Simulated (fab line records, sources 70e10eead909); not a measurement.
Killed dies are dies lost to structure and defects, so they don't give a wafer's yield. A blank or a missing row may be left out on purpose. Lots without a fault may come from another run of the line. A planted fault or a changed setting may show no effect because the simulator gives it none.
fab line records | flow nand_harc
record lots=12 wafers=36 last_day=34
route steps=1302 shown A_ONON_D2@566 A_CHANNEL_HOLE_D2@579 END@1302
lots that met no fault: from a run of the same line without faults
start_h: hours from the record's first day to the start of the lot's first wafer shown | wait_h: hours since the lot's step before | " the same as in the row above | L1.1+2: a row that stands for several wafers | - no value, or no start given | * or withheld: withheld | < > ~ a bound
route shown NAME@n: a module of which the file shows steps, and the number in the route of the first | usual: mean/standard deviation of fault-free wafers | same: alike in all rows | chamber/n: place in a boat | sites: the reading at each site | _std_site: their standard deviation | _edge_site: outer sites' mean less inner sites' | radius_mm: how far each site lies from the wafer's centre | mask NAME#n: copy n | behind: the tool/chamber that last shaped the wafer | hold: why the lot was held/for how many hours/how that ended | device: the transistor (n, p or np) that didn't switch | end of line: the same wafers' tests at the end of the route | a step without rows: its recipe alone | killed: dies lost to structure and defects at the first sort, not the wafer's yield | map: a wafer's dies, x killed, . not, _ none there
set.NAME: the setting as run; set.NAME@STEP: as run at that earlier step | model.NAME: the simulator's own value behind a step, which no gauge read
steps of the route over a sample of lots; a table a step, a row a wafer
services: from which hour (start_h, from the record's first day; less than 0 if before it) a tool's chamber was out of use, for how many hours, and why
## steps
# step NHARC_A_ONON_D2_DEP_33
# recipe target_thk_a=2000 temp_c=400 pressure_torr=6.5 rf_w=900 teos_flow_sccm=161.4 flow_sccm=2650 target_thk_nm=200 gas=O2 material=SiO2
# usual heater_power_w=556/67 throttle_valve_pct=15.7/0.56
# columns lot.wafer tool chamber start_h wait_h heater_power_w throttle_valve_pct
L640.1 pecvd-01 0 282.56 0.1 452 15.9
L640.2 " 1 " " 581 16.9
L640.6 " 2 " " 608 15.7
L643.1 pecvd-02 0 316.13 0.1 753 15.2
L643.2 " 2 " " 576 15.4
L643.4 " 1 " " 514 15.5
L644.2 pecvd-04 2 316.18 0.1 417 16.0
L644.6 " 1 " " 475 15.2
L644.5 " 0 " " 502 15.4
L645.2 pecvd-02 0 331.46 0.1 704 15.4
L645.3 " 1 " " 455 16.1
L645.4 " 1 " " 470 15.6
L646.2 pecvd-04 1 336.99 0.1 462 14.8
L646.4 " 1 " " 499 15.0
L646.6 " 2 " " 519 16.1
L647.1 pecvd-01 0 354.72 0.1 518 15.7
L647.5 " 1 " " 547 17.0
L647.6 " 2 " " 587 16.1
L648.1 pecvd-02 0 372.42 0.1 640 15.2
L648.5 " 1 " " 533 15.8
L648.4 " 2 " " 584 15.3
L651.3 pecvd-01 2 390.08 0.1 530 16.0
L651.2 " 0 " " 478 15.4
L651.5 " 2 " " 553 16.1
L656.3 pecvd-01 2 450.68 0.1 599 16.2
L656.1 " 0 " " 507 15.7
L656.5 " 0 " " 519 15.8
L660.2 pecvd-02 2 487.60 0.1 513 15.3
L660.3 " 0 " " 657 15.2
L660.5 " 2 " " 521 15.1
L661.1 pecvd-01 2 510.20 0.1 640 15.6
L661.4 " 0 " " 540 15.3
L661.6 " 1 " " 561 16.3
L662.1 pecvd-02 1 510.23 0.1 561 15.7
L662.4 " 1 " " 550 15.7
L662.6 " 2 " " 546 15.2
# step NHARC_A_CHANNEL_HOLE_D2_EXPOSE_07
# recipe na=1.35 target_cd_nm=100 sigma_outer=0.3 dose_mj=59.65 mask_id=HOLE_D2
# usual exposure_dose_mJ_cm2=59.62/0.06
# columns lot.wafer tool chamber start_h wait_h mask exposure_dose_mJ_cm2
L640.1 arfi_scanner-02 0 285.52 - HOLE_D2#0 59.65
L640.2 " 0 " " HOLE_D2#0 59.61
L640.6 " 0 " " HOLE_D2#0 59.59
L643.1 arfi_scanner-02 0 320.27 - HOLE_D2#0 59.63
L643.2 " 0 " " HOLE_D2#0 59.60
L643.4 " 0 " " HOLE_D2#0 59.50
L644.2 arfi_scanner-02 0 321.44 - HOLE_D2#0 59.62
L644.5 " 0 " " HOLE_D2#0 59.56
L644.6 " 0 " " HOLE_D2#0 59.67
L645.2 arfi_scanner-03 0 337.69 - HOLE_D2#0 59.56
L645.3 " 0 " " HOLE_D2#0 59.51
L645.4 " 0 " " HOLE_D2#0 59.48
L646.2 arfi_scanner-02 0 340.10 - HOLE_D2#0 59.65
L646.4 " 0 " " HOLE_D2#0 59.71
L646.6 " 0 " " HOLE_D2#0 59.62
L647.1 arfi_scanner-03 0 357.78 - HOLE_D2#0 59.63
L647.5 " 0 " " HOLE_D2#0 59.59
L647.6 " 0 " " HOLE_D2#0 59.57
L648.1 arfi_scanner-03 0 377.85 - HOLE_D2#0 65.41
L648.4 " 0 " " HOLE_D2#0 65.42
L648.5 " 0 " " HOLE_D2#0 65.38
L651.2 arfi_scanner-03 0 394.36 - HOLE_D2#0 64.23
L651.3 " 0 " " HOLE_D2#0 64.26
L651.5 " 0 " " HOLE_D2#0 64.20
L656.1 arfi_scanner-02 0 456.96 - HOLE_D2#0 59.53
L656.3 " 0 " " HOLE_D2#0 59.61
L656.5 " 0 " " HOLE_D2#0 59.61
L660.2 arfi_scanner-01 0 492.82 - HOLE_D2#0 59.65
L660.3 " 0 " " HOLE_D2#0 59.66
L660.5 " 0 " " HOLE_D2#0 59.66
L662.1 arfi_scanner-02 0 513.20 - HOLE_D2#0 59.52
L662.4 " 0 " " HOLE_D2#0 59.63
L662.6 " 0 " " HOLE_D2#0 59.57
L661.1 arfi_scanner-02 0 513.23 - HOLE_D2#0 59.57
L661.4 " 0 " " HOLE_D2#0 59.56
L661.6 " 0 " " HOLE_D2#0 59.62
# step NHARC_A_CHANNEL_HOLE_D2_CD_MEAS_10
# recipe target_cd_nm=100 landing_energy_ev=500
# usual cd_nm=99.9/0.76
# columns lot.wafer tool chamber start_h wait_h cd_nm
L640.1 cd_sem-01 0 285.66 - 100.6
L640.2 " 0 " " 100.7
L640.6 " 0 " " 99.9
L643.1 cd_sem-03 0 320.41 - 101.1
L643.2 " 0 " " 100.3
L643.4 " 0 " " 100.7
L644.2 cd_sem-01 0 321.58 - 100.0
L644.5 " 0 " " 100.5
L644.6 " 0 " " 100.0
L645.2 cd_sem-01 0 337.83 - 100.0
L645.3 " 0 " " 100.4
L645.4 " 0 " " 100.5
L646.2 cd_sem-03 0 340.24 - 98.8
L646.4 " 0 " " 99.7
L646.6 " 0 " " 99.6
L647.1 cd_sem-01 0 357.92 - 100.2
L647.5 " 0 " " 100.8
L647.6 " 0 " " 99.6
L648.1 cd_sem-03 0 377.99 - 104.4
L648.4 " 0 " " 105.0
L648.5 " 0 " " 105.0
L651.2 cd_sem-01 0 394.50 - 104.8
L651.3 " 0 " " 104.4
L651.5 " 0 " " 103.9
L656.1 cd_sem-03 0 457.10 - 99.7
L656.3 " 0 " " 99.6
L656.5 " 0 " " 98.8
L660.2 cd_sem-01 0 492.96 - 100.7
L660.3 " 0 " " 100.0
L660.5 " 0 " " 99.7
L662.1 cd_sem-02 0 513.34 - 101.2
L662.4 " 0 " " 100.7
L662.6 " 0 " " 100.6
L661.1 cd_sem-03 0 513.37 - 100.5
L661.4 " 0 " " 100.1
L661.6 " 0 " " 100.2
# step NHARC_A_CHANNEL_HOLE_D2_OVL_MEAS_11
# usual overlay_x_nm=0.2/0.79 overlay_y_nm=0.0/0.86
# columns lot.wafer tool chamber start_h wait_h overlay_x_nm overlay_y_nm
L640.1 overlay-01 - 285.75 - -1.6 1.3
L640.2 " - " " -1.1 1.4
L640.6 " - " " -0.8 0.7
L643.1 overlay-02 - 320.50 - 1.0 -0.1
L643.2 " - " " 1.4 -0.6
L643.4 " - " " 1.0 -0.5
L644.2 overlay-02 - 321.67 - -1.0 0.0
L644.5 " - " " -1.3 0.4
L644.6 " - " " -1.0 0.6
L645.2 overlay-02 - 337.92 - -0.3 -0.2
L645.3 " - " " -0.1 0.2
L645.4 " - " " -0.6 0.5
L646.2 overlay-02 - 340.33 - 1.0 0.5
L646.4 " - " " 1.1 0.6
L646.6 " - " " 1.2 0.3
L647.1 overlay-01 - 358.01 - 0.3 0.2
L647.5 " - " " 0.2 0.6
L647.6 " - " " -0.4 0.0
L648.1 overlay-02 - 378.09 - -0.5 0.1
L648.4 " - " " -0.1 0.5
L648.5 " - " " -0.3 0.4
L651.2 overlay-01 - 394.59 - 0.3 -0.4
L651.3 " - " " 0.4 -0.6
L651.5 " - " " 0.4 -0.3
L656.1 overlay-01 - 457.19 - 0.6 0.3
L656.3 " - " " 0.7 0.5
L656.5 " - " " 0.0 0.9
L660.2 overlay-01 - 493.04 - 0.4 0.3
L660.3 " - " " 0.6 0.6
L660.5 " - " " 0.5 0.9
L662.1 overlay-01 - 513.43 - -0.1 1.0
L662.4 " - " " 0.0 0.7
L662.6 " - " " -0.4 0.1
L661.1 overlay-02 - 513.46 - 0.8 0.3
L661.4 " - " " 0.4 0.0
L661.6 " - " " 0.9 0.2
# step NHARC_A_CHANNEL_HOLE_D2_ETCH_16
# recipe target_depth_a=31000 over_etch_frac=0.3 time_s=806 ion_energy_ev=150 o2_flow_sccm=400 cos_flow_sccm=20 ar_flow_sccm=0 rf_w=500 bias_w=300 chemistry=O2/COS
# usual drypump_motor_current_A=5.7/0.5 oes_product_au=1.000/0.014 rf_vpp_V=315.4/1.9 showerhead_plenum_p_Torr=3.21/0.13 throttle_valve_pct=28.330/0.008
# columns lot.wafer tool chamber start_h wait_h drypump_motor_current_A oes_product_au rf_hours_counter_h rf_vpp_V showerhead_plenum_p_Torr throttle_valve_pct
L640.2 rie_diel-04 3 - - 5.5 1.001 3.8 312.9 3.07 28.328
L640.1 " 1 " " 5.9 0.976 3.9 317.1 3.31 28.336
L640.6 " 2 " " 5.4 0.995 - 317.4 3.33 28.336
L643.1 rie_diel-04 2 - - 5.4 0.989 6.1 316.3 3.33 28.327
L643.2 " 3 " " 5.5 1.001 5.8 313.0 3.06 28.334
L643.4 " 0 " " 4.9 1.015 5.9 313.2 3.07 28.335
L644.2 rie_diel-08 1 - - 5.9 0.997 6.7 312.9 2.97 28.314
L644.5 " 3 " " 6.3 1.005 - 316.1 3.26 28.318
L644.6 " 0 " " 5.6 0.997 - 318.2 3.35 28.320
L645.4 rie_diel-04 1 - - 5.9 0.997 7.1 316.5 3.31 28.334
L645.2 " 2 " " 5.4 0.976 7.6 317.1 3.33 28.325
L645.3 " 0 " " 4.9 1.020 7.0 312.5 3.07 28.326
L646.4 rie_diel-04 3 - - 5.5 0.998 7.3 314.0 3.06 28.329
L646.2 " 0 " " 4.9 1.019 7.5 314.6 3.06 28.324
L646.6 " 3 " " 5.4 0.998 - 311.9 3.06 28.323
L647.1 rie_diel-09 0 - - 5.9 1.018 2.2 315.1 3.28 28.333
L647.5 " 2 " " 6.7 0.991 - 313.3 3.05 28.327
L647.6 " 3 " " 5.3 0.984 - 315.5 3.28 28.329
L648.1 rie_diel-09 2 - - 6.7 0.984 3.8 312.7 3.04 28.338
L648.4 " 3 " " 5.3 0.969 5.0 316.2 3.28 28.331
L648.5 " 0 " " 5.9 1.032 - 316.3 3.28 28.327
L651.3 rie_diel-08 1 - - 5.9 1.005 1.9 312.5 2.96 28.331
L651.2 " 3 " " 6.3 0.990 2.2 316.7 3.26 28.336
L651.5 " 0 " " 5.6 0.999 - 317.7 3.35 28.331
L656.1 rie_diel-04 2 - - 5.4 0.996 4.0 316.9 3.32 28.315
L656.3 " 3 " " 5.5 0.994 4.2 313.8 3.06 28.323
L656.5 " 2 " " 5.4 1.003 - 317.5 3.33 28.320
L660.3 rie_diel-08 2 - - 6.5 0.995 7.1 316.8 3.22 28.336
L660.2 " 0 " " 5.6 1.014 6.0 316.8 3.34 28.338
L660.5 " 1 " " 5.9 1.005 - 310.9 2.96 28.325
L662.4 rie_diel-04 1 - - 5.9 0.985 6.9 317.4 3.31 28.313
L662.1 " 3 " " 5.5 0.999 7.4 314.0 3.06 28.331
L662.6 " 2 " " 5.4 0.996 - 316.9 3.32 28.341
L661.1 rie_diel-09 1 - - 5.2 1.004 0.9 317.2 3.34 28.337
L661.4 " 2 " " 6.7 0.989 1.2 313.0 3.04 28.331
L661.6 " 3 " " 5.3 0.989 - 315.9 3.27 28.332
# step NHARC_END_SORT_01
# recipe temp_c=25
# usual killed_at_array=63/27 killed_at_other=0.7/1.2 killed_at_periphery=3.1/2 killed_dies=67/28 killed_open=3.0/1.9 killed_short=2.2/1.5
# same gross_dies=677
# columns lot.wafer tool chamber start_h wait_h killed_at_array killed_at_other killed_at_periphery killed_dies killed_open killed_short
L640.1 prober-01 0 570.90 2.5 90 0 3 93 2 2
L640.2 prober-01 0 571.72 2.8 102 0 1 103 4 0
L640.6 prober-01 0 574.97 4.1 71 2 3 76 1 1
L648.1 prober-02 0 644.34 2.5 138 1 5 144 2 5
L648.4 prober-02 0 646.70 3.4 111 1 1 113 1 1
L648.5 prober-02 0 647.49 3.7 113 0 2 115 0 3
L651.2 prober-01 0 670.33 2.8 55 2 4 61 2 3
L651.3 prober-01 0 671.13 3.1 56 2 6 64 4 2
L651.5 prober-01 0 672.72 3.7 62 3 6 71 3 4
L660.2 prober-01 0 766.00 2.8 37 0 2 39 7 1
L660.3 prober-01 0 766.80 3.1 27 0 5 32 7 1
L660.5 prober-01 0 768.39 3.7 28 1 2 31 5 0
# killed by level:class
L640.1 A_CHANNEL_HOLE_D1:chamber_film_flake=31 A_CHANNEL_HOLE_D2:chamber_film_flake=31 A_SLIT:chamber_film_flake=19 A_CHANNEL_FILL_D1:geometric_particle:short=2 A_CHANNEL_FILL_D2:chamber_film_flake=2 A_WL_FILL:chamber_film_flake=2 P_M0:geometric_particle:open=1 A_CHANNEL_FILL_D1:geometric_particle:open=1
L640.2 A_CHANNEL_HOLE_D1:chamber_film_flake=38 A_CHANNEL_HOLE_D2:chamber_film_flake=32 A_SLIT:chamber_film_flake=22 A_CONTACT:chamber_film_flake=3 A_DECK1_JOINT:chamber_film_flake=2 P_M0:geometric_particle:open=1 A_CHANNEL_HOLE_D2:geometric_particle:open=1 A_BLC:geometric_particle:open=1
L640.6 A_CHANNEL_HOLE_D1:chamber_film_flake=24 A_CHANNEL_HOLE_D2:chamber_film_flake=20 A_SLIT:chamber_film_flake=20 A_CONTACT:chamber_film_flake=3 P_STI:chamber_film_flake=2 A_CHANNEL_FILL_D2:chamber_film_flake=2 A_M1:geometric_particle:short=1 STARTING-WAFER:geometric_particle:open=1
L648.1 A_CHANNEL_HOLE_D2:chamber_film_flake=42 A_SLIT:chamber_film_flake=40 A_CHANNEL_HOLE_D1:chamber_film_flake=35 A_STAIRCASE:chamber_film_flake=8 A_WL_FILL:chamber_film_flake=7 A_M0:geometric_particle:open=2 P_GATE:geometric_particle:short=1 P_M1:geometric_particle:short=1
L648.4 A_SLIT:chamber_film_flake=36 A_CHANNEL_HOLE_D2:chamber_film_flake=32 A_CHANNEL_HOLE_D1:chamber_film_flake=22 A_STAIRCASE:chamber_film_flake=8 A_CONTACT:chamber_film_flake=8 A_CHANNEL_FILL_D1:geometric_particle:short=1 A_CHANNEL_FILL_D1:geometric_particle:open=1 P_BONDPAD:chamber_film_flake=1
L648.5 A_CHANNEL_HOLE_D1:chamber_film_flake=33 A_CHANNEL_HOLE_D2:chamber_film_flake=31 A_SLIT:chamber_film_flake=27 A_STAIRCASE:chamber_film_flake=8 A_CONTACT:chamber_film_flake=7 A_CHANNEL_FILL_D1:geometric_particle:short=1 A_ONON_D2:geometric_particle:short=1 A_CHANNEL_FILL_D2:geometric_particle:short=1
L651.2 A_SLIT:chamber_film_flake=28 A_CHANNEL_HOLE_D2:chamber_film_flake=10 A_CHANNEL_HOLE_D1:chamber_film_flake=7 A_CHANNEL_FILL_D2:chamber_film_flake=2 A_STAIRCASE:chamber_film_flake=2 A_ONON_D1:geometric_particle:open=1 A_ONON_D2:geometric_particle:short=1 A_WL_FILL:geometric_particle:open=1
L651.3 A_SLIT:chamber_film_flake=26 A_CHANNEL_HOLE_D2:chamber_film_flake=12 A_CHANNEL_HOLE_D1:chamber_film_flake=7 A_STAIRCASE:chamber_film_flake=3 A_WL_FILL:geometric_particle:open=2 P_CONTACT:chamber_film_flake=2 A_CHANNEL_FILL_D2:chamber_film_flake=2 THIN_TSV:chamber_film_flake=2
L651.5 A_SLIT:chamber_film_flake=34 A_CHANNEL_HOLE_D2:chamber_film_flake=12 A_CHANNEL_HOLE_D1:chamber_film_flake=4 P_CONTACT:chamber_film_flake=3 A_CHANNEL_FILL_D1:chamber_film_flake=3 A_CONTACT:chamber_film_flake=3 A_CHANNEL_FILL_D2:chamber_film_flake=2 THIN_TSV:chamber_film_flake=2
L660.2 A_CHANNEL_HOLE_D1:chamber_film_flake=17 A_SLIT:chamber_film_flake=8 A_DECK1_JOINT:chamber_film_flake=3 A_CONTACT:chamber_film_flake=3 A_ONON_D2:geometric_particle:open=2 P_CONTACT:geometric_particle:open=1 P_M1:geometric_particle:open=1 A_CHANNEL_FILL_D1:geometric_particle:short=1
L660.3 A_CHANNEL_HOLE_D1:chamber_film_flake=11 A_SLIT:chamber_film_flake=5 P_M0:geometric_particle:open=2 P_M2:chamber_film_flake=2 A_STAIRCASE:chamber_film_flake=2 A_ONON_D1:geometric_particle:open=1 A_ONON_D2:geometric_particle:open=1 A_WL_FILL:geometric_particle:open=1
L660.5 A_CHANNEL_HOLE_D1:chamber_film_flake=16 A_SLIT:chamber_film_flake=5 P_M0:geometric_particle:open=2 A_STAIRCASE:chamber_film_flake=2 A_CHANNEL_FILL_D1:geometric_particle:open=1 A_SGD_CUT:geometric_particle:open=1 STARTING-WAFER:geometric_particle:open=1 A_CHANNEL_HOLE_D2:chamber_film_flake=1
## services
# columns tool chamber start_h hours kind
rie_diel-04 - 278.39 0.8 repair
pecvd-02 0 280.37 8.9 repair
rie_diel-04 1 292.88 6.1 repair
arfi_scanner-02 - 295.60 2.3 repair
arfi_scanner-02 - 304.88 0.8 repair
rie_diel-08 2 311.01 22.4 repair
pecvd-01 - 311.38 13.0 pm
arfi_scanner-02 - 312.00 4.0 pm
rie_diel-09 - 320.10 9.0 pm
rie_diel-08 3 331.54 1.5 repair
pecvd-01 2 338.24 2.3 repair
rie_diel-09 1 338.97 12.4 repair
rie_diel-04 - 354.90 9.0 pm
arfi_scanner-03 - 368.01 4.0 pm
rie_diel-04 3 371.82 2.8 repair
arfi_scanner-02 - 389.49 0.7 repair
pecvd-02 - 408.26 13.0 pm
arfi_scanner-03 - 414.23 2.1 repair
arfi_scanner-03 - 444.71 3.6 repair
rie_diel-04 - 475.51 2.4 repair
arfi_scanner-02 - 478.60 0.8 repair
arfi_scanner-02 - 484.00 4.0 pm
pecvd-01 - 492.38 13.0 pm
arfi_scanner-02 - 514.41 11.0 repair
## key
first_sign step=NHARC_A_CHANNEL_HOLE_D2_EXPOSE_07 reading=exposure_dose_mJ_cm2 direction=up sigmas=87 usual=59.62 struck=64.82
effect step=NHARC_A_CHANNEL_HOLE_D2_CD_MEAS_10 reading=cd_nm direction=up sigmas=6.1 usual=99.9 struck=104.6 through=control_loop
met_at NHARC_A_CHANNEL_HOLE_D2_EXPOSE_07
struck_lots L648,L651
tester_left_out L648,L651
loop_trim step=NHARC_A_CHANNEL_HOLE_D2_EXPOSE_07 setting=dose lots=L651
not_acting_at NHARC_A_ONON_D2_DEP_33,NHARC_A_CHANNEL_HOLE_D2_OVL_MEAS_11,NHARC_A_CHANNEL_HOLE_D2_ETCH_16
onset_between 357.78 377.85
fault kind=process_parameter_drift tool=arfi_scanner-03 chamber=- onset_h=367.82 steps=NHARC_A_CHANNEL_HOLE_D2_EXPOSE_07 channel=dose_mj offset=5.8211 shape=step acts_in=these_recipes_only stated=59.65
# tester_left_out: of these lots the tester's yield and bins aren't shown, on N5 and GAA mostly nor the transistor test; their killed dies are dies lost to structure and defects alone, not to doping, threshold or leakage, so they don't give the yield
# loop_trim: a control loop set the setting to another value than it would have without faults
